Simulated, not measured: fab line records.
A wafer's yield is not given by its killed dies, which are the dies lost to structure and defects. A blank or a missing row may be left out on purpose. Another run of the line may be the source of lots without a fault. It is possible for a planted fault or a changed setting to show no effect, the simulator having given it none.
fab line records	flow n5Finfet
[record] lots = 7	wafers = 21
route steps=1938 shown SD_ACTIVATION@331 HKMG_FIN@392 GATE_CUT@510 MOL_CONTACT_COAG@564 BEOL_M0_SAQP@686
startH: the number of hours between the record's first day and the start of the first shown wafer of the lot	waitH: hours since the lot's step before	" as in the row above	L1.1+2: one row covering several wafers at once	- no value present, or no start provided	* or withheld: withheld	< > ~ a bound
route shown NAME@n: NAME is a module with steps in the file, n the number in the route of the first one	usual: mean/standard deviation taken from wafers without a fault	same: alike in all rows	chamber/n: place in a boat	sites: each site's reading	_std_site: the standard deviation of these	_edge_site: mean of outer sites minus mean of inner sites	radiusMm: for every site, how far away it sits from the centre of the wafer	mask NAME#n: copy n	behind: the tool/chamber that last shaped the wafer	hold: what put the lot on hold/how long, in hours/how the hold closed	device: the transistor (n, p or np) that didn't switch	end of line: the same wafers' tests at the end of the route	step lacking rows: just its recipe	killed: count of dies lost to structure and defects at first sort (not the wafer's yield)	map: shows each die of a wafer: x if killed, . if not, _ if none is there
set.NAME: the run value of the setting; set.NAME@STEP: its run value at that earlier step	model.NAME: the simulator's own value behind a step, which no gauge read
one table per step and one row per wafer, for lots whose settings were changed on purpose
[[steps]]
[step N5_SD_ACTIVATION_LSA_01]
[recipe] tempC = 1080	timeS = 0.0008	ambient = N2
[usual] wafer_temp_C_max = 1087.7/1.9
lot.wafer	tool	chamber	startH	waitH	set.tempC	wafer_temp_C_max
L079.4	laserAnneal-01	0	96.77	0.2	1080	1088.1
L079.5	"	0	"	"	1080	1090.1
L079.6	"	0	"	"	1080	1093.8
L089.1	laserAnneal-02	0	155.58	0.2	1080	1085.3
L089.2	"	0	"	"	1080	1085.8
L089.3	"	0	"	"	1080	1085.6
L090.1	laserAnneal-01	0	163.66	0.2	1080	1090.6
L090.2	"	0	"	"	1080	1086.9
L090.3	"	0	"	"	1080	1087.1
L092.1	laserAnneal-02	0	165.86	0.2	1106	1113.3
L092.2	"	0	"	"	1080	1086.4
L092.4	"	0	"	"	1080	1084.8
L091.2	laserAnneal-01	0	166.77	0.2	1080	1088.7
L091.4	"	0	"	"	1080	1090.0
L091.6	"	0	"	"	1080	1088.9
L093.3	laserAnneal-02	0	173.33	0.2	1080	1086.0
L093.5	"	0	"	"	1080	1085.5
L093.6	"	0	"	"	1080	1086.0
L095.2	laserAnneal-02	0	192.75	0.2	1080	1085.8
L095.3	"	0	"	"	1066	1071.9
L095.4	"	0	"	"	1066	1071.3
[step N5_SD_ACTIVATION_RS_MEAS_03]
[recipe] thkMeasGauge = four-point-probe
[usual] RS_SD_N = 21.8/0.34	RS_SD_P = 56.2/0.91
lot.wafer	tool	chamber	startH	waitH	set.epiGrowthTimeS@SD_EPI_P_EPI_21	RS_SD_N[ohm/sq]	RS_SD_P[ohm/sq]
L079.4	filmMetro-01	-	96.94	0.1	355	23.9	55.7
L079.5	"	-	"	"	355	24.1	55.4
L079.6	"	-	"	"	355	22.0	56.7
L089.1	filmMetro-02	-	155.79	0.2	355	20.7	55.7
L089.2	"	-	"	"	367.4	20.5	55.4
L089.3	"	-	"	"	367.4	21.8	54.4
L090.1	filmMetro-01	-	163.86	0.2	355	20.1	56.3
L090.2	"	-	"	"	323.5	19.6	59.8
L090.3	"	-	"	"	355	19.7	56.7
L092.1	filmMetro-02	-	166.06	0.2	375.8	19.3	53.9
L092.2	"	-	"	"	375.8	21.7	54.2
L092.4	"	-	"	"	355	20.0	56.8
L091.2	filmMetro-01	-	166.96	0.2	355	22.4	55.3
L091.4	"	-	"	"	355	22.1	55.7
L091.6	"	-	"	"	355	22.4	55.2
L093.3	filmMetro-01	-	173.51	0.2	355	21.9	54.8
L093.5	"	-	"	"	355	21.6	54.5
L093.6	"	-	"	"	320.3	21.5	58.0
L095.2	filmMetro-01	-	192.95	0.2	355	22.9	56.4
L095.3	"	-	"	"	355	24.2	57.2
L095.4	"	-	"	"	355	26.2	56.8
[step N5_HKMG_FIN_COAT_43]
[recipe] resist = CAR-ArF	spinRpm = 1500	resistThkNm = 90
lot.wafer	tool	chamber	startH	waitH	set.spinRpm	model.CAR-ArF_of_HKMG_FIN_COAT_43.thkNm
L079.4	lithoTrack-02	0	-	-	1500	89.4
L079.5	"	0	"	"	1375	93.6
L079.6	"	0	"	"	1500	89.8
L089.1+3	lithoTrack-04	0	-	-	1500	89.8
L089.2	"	0	"	"	1455	91
L090.1	lithoTrack-04	0	-	-	1578	87.6
L090.2	"	0	"	"	1500	89.8
L090.3	"	0	"	"	1500	89.6
L092.1	lithoTrack-04	0	-	-	1408	92.8
L092.2	"	0	"	"	1408	92.6
L092.4	"	0	"	"	1500	90
L091.2	lithoTrack-04	0	-	-	1500	89.6
L091.4	"	0	"	"	1500	89.8
L091.6	"	0	"	"	1500	90
L093.3	lithoTrack-04	0	-	-	1500	89.6
L093.5	"	0	"	"	1431	91.8
L093.6	"	0	"	"	1431	92
L095.2+3+4	lithoTrack-02	0	-	-	1500	89.6
[step N5_HKMG_FIN_EBR_45]
[recipe] solvent = PGMEA	ebrWidthMm = 1.5
[step N5_HKMG_FIN_SOFTBAKE_44]
[recipe] tempC = 110	timeS = 60	resist = CAR-ArF
[step N5_HKMG_FIN_EXPOSE_46]
[recipe] maskId = NDIPOLE	na = 1.35	sourceShape = conventional	sigmaOuter = 0.8	polarization = unpolarized	doseMj = 40
[step N5_HKMG_FIN_PEB_47]
[recipe] pebTempC = withheld	pebTimeS = 60	resist = CAR-ArF
[step N5_HKMG_FIN_DEVELOP_48]
[recipe] developTimeS = 30	developer = TMAH	resist = CAR-ArF	rinseLiquid = diw	dry = airSpin	devTempC = 23
lot.wafer	tool	chamber	startH	waitH	set.spinRpm@HKMG_FIN_COAT_43	model.CAR-ArF_of_HKMG_FIN_COAT_43.thkNm
L079.4	lithoTrack-02	0	-	-	1500	87.8
L079.5	"	0	"	"	1375	91.8
L079.6	"	0	"	"	1500	88
L089.1	lithoTrack-02	0	-	-	1500	88
L089.2	"	0	"	"	1455	89.4
L089.3	"	0	"	"	1500	88.2
L090.1	lithoTrack-04	0	-	-	1578	85.8
L090.2	"	0	"	"	1500	88.2
L090.3	"	0	"	"	1500	88
L092.1+2	lithoTrack-02	0	-	-	1408	91
L092.4	"	0	"	"	1500	88.4
L091.2+4	lithoTrack-04	0	-	-	1500	88
L091.6	"	0	"	"	1500	88.2
L093.3	lithoTrack-04	0	-	-	1500	88
L093.5	"	0	"	"	1431	90
L093.6	"	0	"	"	1431	90.2
L095.2+4	lithoTrack-02	0	-	-	1500	87.8
L095.3	"	0	"	"	1500	88
[step N5_HKMG_FIN_ETCH_55]
[recipe] chemistry = N2/H2	target = SOC	targetDepthA = 2400	tempC = 40	timeS = 300	ionEnergyEv = 200	maskMaterial = SiARC	pressureMtorr = 30	sourceW = 840	biasW = 150	n2FlowSccm = 200	h2FlowSccm = 200
[usual] rfVppV = 523.8/2.3
lot.wafer	tool	chamber	startH	waitH	set.biasW	rfVppV	model.SiARC_of_HKMG_FIN_COAT_42.thkNm
L079.4	rieDiel-03	0	113.36	0.0	150	527.4	20.8
L079.5	"	0	"	"	150	528.4	20.8
L079.6	"	3	"	"	150	524.2	21
L089.1	rieDiel-06	0	168.52	0.0	161.2	547.6	20.2
L089.2	"	2	"	"	150	521.6	22
L089.3	"	1	"	"	161.2	545.6	19.6
L090.1	rieDiel-06	2	176.48	0.0	125	462.9	24.8
L090.2	"	3	"	"	150	524.5	21.2
L090.3	"	0	"	"	150	521.9	21.4
L092.1	rieDiel-03	3	180.32	0.0	158.9	544.3	19.8
L092.2	"	0	"	"	150	529.2	20.8
L092.4	"	1	"	"	158.9	545.6	20
L091.2	rieDiel-06	1	180.52	0.0	150	521.2	21
L091.4	"	0	"	"	150	521.9	21.6
L091.6	"	1	"	"	150	521.0	21
L093.3	rieDiel-02	2	187.27	0.0	150	522.5	21.2
L093.5	"	2	"	"	150	522.9	21.4
L093.6	"	3	"	"	150	526.0	21.8
L095.2	rieDiel-02	0	207.04	0.0	150	524.3	21.8
L095.3	"	3	"	"	165.6	561.6	20
L095.4	"	2	"	"	150	522.1	21.2
[step N5_HKMG_FIN_ETCH_35]
[recipe] chemistry = N2/H2	target = SOC	targetDepthA = 2158	ionEnergyEv = 65	biasW = 5	sourceW = 3000	timeS = 243.4	pressureMtorr = 30	n2FlowSccm = 200	h2FlowSccm = 200
[usual] rfVppV = 141.7/0.95
lot.wafer	tool	chamber	startH	waitH	set.sourceW	rfVppV
L079.4	rieDiel-03	3	117.00	0.0	2699	146.5
L079.5	"	2	"	"	2699	147.8
L079.6	"	3	"	"	3000	141.4
L089.1	rieDiel-06	3	172.10	0.0	3000	142.2
L089.2	"	0	"	"	3000	139.4
L089.3	"	1	"	"	3000	141.1
L090.1	rieDiel-02	1	180.06	0.0	2737	146.5
L090.2	"	0	"	"	2737	145.4
L090.3	"	2	"	"	2737	145.9
L092.1	rieDiel-03	2	184.08	0.0	3000	141.4
L092.2	"	3	"	"	3000	141.1
L092.4	"	0	"	"	3000	142.8
L091.2	rieDiel-06	0	184.31	0.0	3000	140.0
L091.4	"	2	"	"	3000	141.9
L091.6	"	0	"	"	3000	141.9
L093.3	rieDiel-03	3	191.01	0.0	3000	141.3
L093.5	"	0	"	"	2561	150.9
L093.6	"	1	"	"	3000	142.4
L095.2	rieDiel-03	1	210.75	0.0	3000	141.8
L095.3	"	2	"	"	3000	141.8
L095.4	"	0	"	"	3000	143.1
[step N5_GATE_CUT_ALD_22]
[recipe] material = SiNx	targetThkA = 160	tempC = 400	aldPrecursorFamily = SiH2I2	aldCoReactant = N2/H2-plasma	pulseTimeS = 1	aldCycles = 320	purgeTimeS = 2	coReactantPurgeTimeS = 2	pressureTorr = 2
lot.wafer	tool	chamber	startH	waitH	set.aldCycles	model.SiNx_of_GATE_CUT_ALD_22.thkNm
L079.4+5	aldSin-04	0,3	126.05	0.0	320	16
L079.6	"	0	"	"	320	16.2
L089.1	aldSin-02	3	181.10	0.0	344	17.2
L089.2+3	"	1,0	"	"	320	16
L090.1+2	aldSin-02	2,0	191.25	2.0	373	18.6
L090.3	"	3	"	"	320	16
L092.1	aldSin-04	3	193.13	0.0	320	16
L092.2+4	"	0,2	"	"	320	16.2
L091.2+4+6	aldSin-02	1,0,3	194.08	0.1	320	16
L093.3+5+6	aldSin-03	0,1,2	200.00	0.0	320	16
L095.2+4	aldSin-03	2,0	221.35	1.1	297	14.8
L095.3	"	3	"	"	320	16
[step N5_MOL_CONTACT_COAG_COAT_75]
[recipe] resist = SOC	tempC = 250	timeS = 60	spinRpm = 1500	resistThkNm = 60
lot.wafer	tool	chamber	startH	waitH	set.spinRpm	model.SOC_of_MOL_CONTACT_COAG_COAT_75.thkNm
L079.4+5+6	lithoTrack-04	0	136.79	0.0	1591	58
L089.1+2	lithoTrack-03	0	195.50	0.0	1606	58
L089.3	"	0	"	"	1500	60
L090.1+2	lithoTrack-04	0	204.12	0.0	1441	61.2
L090.3	"	0	"	"	1500	60
L092.1	lithoTrack-03	0	205.87	0.0	1588	58
L092.2	"	0	"	"	1588	58.4
L092.4	"	0	"	"	1500	60.2
L091.2+4+6	lithoTrack-04	0	206.42	0.0	1500	60
L093.3	lithoTrack-01	0	213.12	0.0	1350	63.2
L093.5	"	0	"	"	1500	59.8
L093.6	"	0	"	"	1350	63.4
L095.2+4	lithoTrack-04	0	236.83	0.0	1576	58.6
L095.3	"	0	"	"	1500	59.8
[step N5_MOL_CONTACT_COAG_COAT_76]
[recipe] resist = SiARC	tempC = 220	timeS = 60	spinRpm = 1500	resistThkNm = 10
lot.wafer	tool	chamber	startH	waitH	set.spinRpm	model.SiARC_of_MOL_CONTACT_COAG_COAT_76.thkNm
L079.4+6	lithoTrack-04	0	-	-	1500	10
L079.5	"	0	"	"	1379	10.4
L089.1+2+3	lithoTrack-03	0	-	-	1500	10
L090.1+3	lithoTrack-04	0	-	-	1500	10
L090.2	"	0	"	"	1413	10.4
L092.1+4	lithoTrack-03	0	-	-	1500	10
L092.2	"	0	"	"	1595	9.8
L091.2+4+6	lithoTrack-04	0	-	-	1500	10
L093.3+5	lithoTrack-01	0	-	-	1500	10
L093.6	"	0	"	"	1441	10.2
L095.2	lithoTrack-04	0	-	-	1500	10
L095.3	"	0	"	"	1454	10.2
L095.4	"	0	"	"	1454	10
[step N5_MOL_CONTACT_COAG_COAT_77]
[recipe] resist = underlayer	tempC = 205	timeS = 60	spinRpm = 1500	resistThkNm = 10
[step N5_MOL_CONTACT_COAG_COAT_78]
[recipe] resist = CAR-EUV	spinRpm = 1500	resistThkNm = 40
[step N5_MOL_CONTACT_COAG_DESCUM_88]
[recipe] chemistry = O2	timeS = 7	sourcePowerW = 50	biasPowerW = 20	pressureMtorr = 20	rfFrequencyHz = 2.712e+07	tempC = 40	resist = CAR-EUV	o2FlowSccm = 225
[step N5_MOL_CONTACT_COAG_ETCH_89]
[recipe] chemistry = N2/H2	target = underlayer	targetDepthA = 130	maskMaterial = CAR-EUV	timeS = 10.4	ionEnergyEv = 200	pressureMtorr = 30	sourceW = 840	biasW = 150	n2FlowSccm = 200	h2FlowSccm = 200	ends = cleared
[step N5_MOL_CONTACT_COAG_ETCH_90]
[recipe] chemistry = CF4	target = SiARC	targetDepthA = 130	maskMaterial = CAR-EUV	timeS = 21.7	ionEnergyEv = 80	pressureMtorr = 40	sourceW = 545	biasW = 36	Ar_flow_sccm = 100	cf4FlowSccm = 100	ends = cleared
lot.wafer	tool	chamber	startH	waitH	set.spinRpm@MOL_CONTACT_COAG_COAT_76	model.etch.depthNm
L079.4	rieDiel-06	3	137.25	0.0	1500	9.917
L079.5	"	1	"	"	1379	10.34
L079.6	"	2	"	"	1500	9.948
L089.1	rieDiel-03	2	196.08	0.0	1500	9.991
L089.2	"	0	"	"	1500	10.02
L089.3	"	1	"	"	1500	9.973
L090.1	rieDiel-06	3	204.70	0.0	1500	10.01
L090.2	"	1	"	"	1413	10.33
L090.3	"	2	"	"	1500	10.03
L092.1	rieDiel-06	2	206.33	0.0	1500	10.03
L092.2	"	1	"	"	1595	9.725
L092.4	"	3	"	"	1500	10.02
L091.2	rieDiel-03	0	207.31	0.0	1500	10.01
L091.4	"	1	"	"	1500	10.02
L091.6	"	1	"	"	1500	9.968
L093.3	rieDiel-03	2	213.62	0.0	1500	9.986
L093.5	"	0	"	"	1500	9.99
L093.6	"	3	"	"	1441	10.2
L095.2	rieDiel-06	1	237.42	0.0	1500	9.948
L095.3	"	0	"	"	1454	10.11
L095.4	"	0	"	"	1454	10.07
[step N5_MOL_CONTACT_COAG_ALD_131]
[recipe] material = SiO2	targetThkA = 50	tempC = 100	aldPrecursorFamily = BDEAS	aldCoReactant = O2-plasma	pulseTimeS = 1	coReactantPulseTimeS = 1	purgeTimeS = 2	coReactantPurgeTimeS = 2	aldCycles = 35	pressureTorr = 2
[step N5_MOL_CONTACT_COAG_ETCHBACK_132]
[recipe] chemistry = CHF3	target = SiO2	targetDepthA = 100	timeS = 6.7	ionEnergyEv = 200	pressureMtorr = 30	sourceW = 610	biasW = 170	Ar_flow_sccm = 200	CHF3_flow_sccm = 50
[step N5_MOL_CONTACT_COAG_ETCH_91]
[recipe] chemistry = N2/H2	target = SOC	targetDepthA = 600	overetchA = 210	maskMaterial = SiARC	tempC = 40	timeS = 101.2	ionEnergyEv = 200	pressureMtorr = 30	sourceW = 840	biasW = 150	n2FlowSccm = 200	h2FlowSccm = 200
lot.wafer	tool	chamber	startH	waitH	set.spinRpm@MOL_CONTACT_COAG_COAT_75	model.etch.depthNm
L079.4	rieDiel-03	1	137.89	0.0	1591	58.1
L079.5	"	2	"	"	1591	58.04
L079.6	"	3	"	"	1591	58.07
L089.1	rieDiel-06	0	196.37	0.0	1606	58.08
L089.2	"	2	"	"	1606	58.07
L089.3	"	1	"	"	1500	59.95
L090.1	rieDiel-02	0	205.30	0.0	1441	61.24
L090.2	"	2	"	"	1441	61.25
L090.3	"	3	"	"	1500	60.03
L092.1	rieDiel-02	3	206.62	0.0	1588	58.1
L092.2	"	2	"	"	1588	58.32
L092.4	"	0	"	"	1500	60.12
L091.2	rieDiel-06	3	207.70	0.0	1500	59.9
L091.4	"	0	"	"	1500	59.92
L091.6	"	0	"	"	1500	60.04
L093.3	rieDiel-06	3	213.94	0.0	1350	63.13
L093.5	"	0	"	"	1500	59.78
L093.6	"	1	"	"	1350	63.39
L095.2+4	rieDiel-06	1,2	237.79	0.0	1576	58.56
L095.3	"	2	"	"	1500	59.82
[step N5_MOL_CONTACT_COAG_ALD_133]
[recipe] material = SiO2	targetThkA = 50	tempC = 100	aldPrecursorFamily = BDEAS	aldCoReactant = O2-plasma	pulseTimeS = 1	coReactantPulseTimeS = 1	purgeTimeS = 2	coReactantPurgeTimeS = 2	aldCycles = 35	pressureTorr = 2
lot.wafer	tool	chamber	startH	waitH	set.aldCycles	model.SiO2_of_MOL_CONTACT_COAG_ALD_133.thkNm
L079.4+6	aldSin-03	2,1	139.03	0.1	33	4.8
L079.5	"	2	"	"	35	5
L089.1	aldSin-02	0	197.53	0.1	35	5
L089.2+3	"	2,1	"	"	38	5.4
L090.1+2+3	aldSin-02	1,2,3	206.56	0.2	35	5
L092.1	aldSin-02	1	207.69	0.1	35	5
L092.2+4	"	2,0	"	"	38	5.4
L091.2+4+6	aldSin-01	3,0,2	208.90	0.1	35	5
L093.3+6	aldSin-02	3,1	215.27	0.1	35	5
L093.5	"	2	"	"	39	5.6
L095.2	aldSin-02	0	239.17	0.2	35	5
L095.3+4	"	1,3	"	"	38	5.4
[step N5_MOL_CONTACT_COAG_VIA_ETCH_117]
[recipe] chemistry = C4F6/O2	targetDepthA = 400	overetchA = 80	maskMaterial = SOC	target = SiO2	biasW = 455	pressureMtorr = 10	timeS = 26	sourceW = 325	Ar_flow_sccm = 300	C4F6_flow_sccm = 10	O2_flow_sccm = 10	ionEnergyEv = 575.3	ends = endPoint
[usual] rfVppV = 1588/30
lot.wafer	tool	chamber	startH	waitH	set.biasW	rfVppV
L079.4	rieDiel-03	1	139.36	0.0	455	1639
L079.5	"	2	"	"	455	1573
L079.6	"	3	"	"	455	1570
L089.1	rieDiel-03	2	197.87	0.0	455	1573
L089.2	"	3	"	"	455	1569
L089.3	"	0	"	"	455	1614
L090.1	rieDiel-06	2	207.03	0.0	395.4	1427
L090.2	"	1	"	"	455	1634
L090.3	"	0	"	"	455	1564
L092.1	rieDiel-06	2	208.15	0.0	455	1586
L092.2	"	3	"	"	455	1591
L092.4	"	0	"	"	455	1564
L091.2	rieDiel-03	3	209.29	0.0	455	1570
L091.4	"	0	"	"	455	1615
L091.6	"	0	"	"	455	1615
L093.3	rieDiel-03	0	215.61	0.0	412	1497
L093.5	"	3	"	"	412	1457
L093.6	"	0	"	"	455	1613
L095.2	rieDiel-06	0	239.55	0.0	455	1563
L095.3	"	2	"	"	398.5	1435
L095.4	"	0	"	"	398.5	1414
[step N5_BEOL_M0_SAQP_EXPOSE_37]
[recipe] maskId = M0_CUT1	na = 0.33	sourceShape = annular	sigmaInner = 0.35	sigmaOuter = 0.8	polarization = unpolarized	targetCdNm = 30	doseMj = 44.75
lot.wafer	tool	chamber	startH	waitH	mask	set.doseMj
L079.4+5	euvScanner-02	0	150.38	-	M0_CUT1#0	42.44
L079.6	"	0	"	"	M0_CUT1#0	44.75
L089.1+2+3	euvScanner-02	0	207.68	-	M0_CUT1#0	44.75
L090.1	euvScanner-02	0	217.78	-	M0_CUT1#0	41.48
L090.2+3	"	0	"	"	M0_CUT1#0	44.75
L092.1+4	euvScanner-01	0	221.40	-	M0_CUT1#0	45.63
L092.2	"	0	"	"	M0_CUT1#0	44.75
L091.2+4+6	euvScanner-01	0	222.30	-	M0_CUT1#0	44.75
L093.3	euvScanner-02	0	225.28	-	M0_CUT1#0	44.75
L093.5+6	"	0	"	"	M0_CUT1#0	45.85
L095.2+3+4	euvScanner-01	0	250.37	-	M0_CUT1#0	44.75
[step N5_BEOL_M0_SAQP_PEB_38]
[recipe] pebTempC = 100	pebTimeS = 60	resist = CAR-EUV
[step N5_BEOL_M0_SAQP_DEVELOP_39]
[recipe] developTimeS = 30	developer = TMAH	resist = CAR-EUV	rinseLiquid = surfactantRinse	dry = airSpin	devTempC = 23
[step N5_BEOL_M0_SAQP_CD_MEAS_40]
[recipe] targetCdNm = 30	landingEnergyEv = 500	detector = seInlens
[usual] cdNm = 30.01/0.26
lot.wafer	tool	chamber	startH	waitH	set.doseMj@BEOL_M0_SAQP_EXPOSE_37	cdNm
L079.4	cdSem-03	0	150.50	-	42.44	28.90
L079.5	"	0	"	"	42.44	28.89
L079.6	"	0	"	"	44.75	29.98
L089.1	cdSem-01	0	207.81	-	44.75	30.13
L089.2	"	0	"	"	44.75	29.98
L089.3	"	0	"	"	44.75	29.73
L090.1	cdSem-02	0	217.91	-	41.48	28.45
L090.2	"	0	"	"	44.75	29.75
L090.3	"	0	"	"	44.75	29.28
L092.1	cdSem-01	0	221.54	-	45.63	30.55
L092.2	"	0	"	"	44.75	30.11
L092.4	"	0	"	"	45.63	30.99
L091.2	cdSem-03	0	222.43	-	44.75	29.92
L091.4	"	0	"	"	44.75	30.10
L091.6	"	0	"	"	44.75	29.73
L093.3	cdSem-03	0	225.40	-	44.75	30.06
L093.5	"	0	"	"	45.85	30.82
L093.6	"	0	"	"	45.85	30.50
L095.2	cdSem-02	0	250.50	-	44.75	29.79
L095.3	"	0	"	"	44.75	29.91
L095.4	"	0	"	"	44.75	30.11
[step N5_BEOL_M0_SAQP_DESCUM_45]
[recipe] chemistry = O2	timeS = 7	sourcePowerW = 50	biasPowerW = 20	pressureMtorr = 20	rfFrequencyHz = 2.712e+07	tempC = 40	resist = CAR-EUV	o2FlowSccm = 225
lot.wafer	tool	chamber	startH	waitH	set.doseMj@BEOL_M0_SAQP_EXPOSE_37	model.BEOL_M0_SAQP.cdNm
L079.4	rieDiel-01	0	150.95	0.4	42.44	28.8
L079.5	"	1	"	"	42.44	29
L079.6	"	2	"	"	44.75	30.2
L089.1+2	rieDiel-05	1,3	207.94	0.0	44.75	30.4
L089.3	"	2	"	"	44.75	30
L090.1	rieDiel-05	0	218.06	0.1	41.48	28.6
L090.2+3	"	3,2	"	"	44.75	30
L092.1	rieDiel-01	0	221.66	0.0	45.63	30.4
L092.2	"	1	"	"	44.75	30.2
L092.4	"	3	"	"	45.63	30.6
L091.2	rieDiel-01	3	222.68	0.2	44.75	30
L091.4	"	2	"	"	44.75	30.2
L091.6	"	0	"	"	44.75	29.8
L093.3	rieDiel-05	3	225.52	0.0	44.75	30.2
L093.5	"	2	"	"	45.85	30.6
L093.6	"	3	"	"	45.85	30.8
L095.2	rieDiel-05	3	250.62	0.0	44.75	30.2
L095.3	"	1	"	"	44.75	30
L095.4	"	0	"	"	44.75	29.8
[[key]]
[split] step = N5_SD_ACTIVATION_LSA_01	setting = tempC	stated = 1080	by = wafer
[response] step = N5_SD_ACTIVATION_LSA_01	reading = wafer_temp_C_max	change = *	per = 1%	r = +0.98
[split] step = N5_HKMG_FIN_COAT_43	setting = spinRpm	stated = 1500	by = wafer
[response] step = N5_HKMG_FIN_COAT_43	reading = model.CAR-ArF_of_HKMG_FIN_COAT_43.thkNm	change = -0.457	per = 1%	r = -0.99
[response] step = N5_HKMG_FIN_DEVELOP_48	reading = model.CAR-ArF_of_HKMG_FIN_COAT_43.thkNm	change = -0.45	per = 1%	r = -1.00
[split] step = N5_HKMG_FIN_ETCH_55	setting = biasW	stated = 150	by = wafer
[response] step = N5_HKMG_FIN_ETCH_55	reading = rfVppV	change = +3.53	per = 1%	r = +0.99
[response] step = N5_HKMG_FIN_ETCH_55	reading = model.SiARC_of_HKMG_FIN_COAT_42.thkNm	change = -0.199	per = 1%	r = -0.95
[split] step = N5_HKMG_FIN_ETCH_35	setting = sourceW	stated = 3000	by = wafer
[response] step = N5_HKMG_FIN_ETCH_35	reading = rfVppV	change = -0.606	per = 1%	r = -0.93
[split] step = N5_GATE_CUT_ALD_22	setting = aldCycles	stated = 320	by = wafer
[response] step = N5_GATE_CUT_ALD_22	reading = model.SiNx_of_GATE_CUT_ALD_22.thkNm	change = +0.159	per = 1%	r = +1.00
[split] step = N5_MOL_CONTACT_COAG_COAT_75	setting = spinRpm	stated = 1500	by = wafer
[response] step = N5_MOL_CONTACT_COAG_COAT_75	reading = model.SOC_of_MOL_CONTACT_COAG_COAT_75.thkNm	change = -0.318	per = 1%	r = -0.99
[response] step = N5_MOL_CONTACT_COAG_ETCH_91	reading = model.etch.depthNm	change = -0.312	per = 1%	r = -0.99
[split] step = N5_MOL_CONTACT_COAG_COAT_76	setting = spinRpm	stated = 1500	by = wafer
[response] step = N5_MOL_CONTACT_COAG_COAT_76	reading = model.SiARC_of_MOL_CONTACT_COAG_COAT_76.thkNm	change = -0.0483	per = 1%	r = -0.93
[response] step = N5_MOL_CONTACT_COAG_ETCH_90	reading = model.etch.depthNm	change = -0.0505	per = 1%	r = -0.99
[split] step = N5_MOL_CONTACT_COAG_ALD_133	setting = aldCycles	stated = 35	by = wafer
[response] step = N5_MOL_CONTACT_COAG_ALD_133	reading = model.SiO2_of_MOL_CONTACT_COAG_ALD_133.thkNm	change = +0.0477	per = 1%	r = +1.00
[split] step = N5_MOL_CONTACT_COAG_VIA_ETCH_117	setting = biasW	stated = 455	by = wafer
[response] step = N5_MOL_CONTACT_COAG_VIA_ETCH_117	reading = rfVppV	change = +12.6	per = 1%	r = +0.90
[split] step = N5_BEOL_M0_SAQP_EXPOSE_37	setting = doseMj	stated = 44.75	by = wafer
[response] step = N5_BEOL_M0_SAQP_CD_MEAS_40	reading = cdNm	change = +0.179	per = 1%	r = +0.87
[response] step = N5_BEOL_M0_SAQP_DESCUM_45	reading = model.BEOL_M0_SAQP.cdNm	change = +0.209	per = 1%	r = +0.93
split outsideThisFile step=N5_SD_EPI_P_EPI_21 setting=epiGrowthTimeS
// split outsideThisFile: this setting was split too, and the file shows its column; the key of that split is in another file
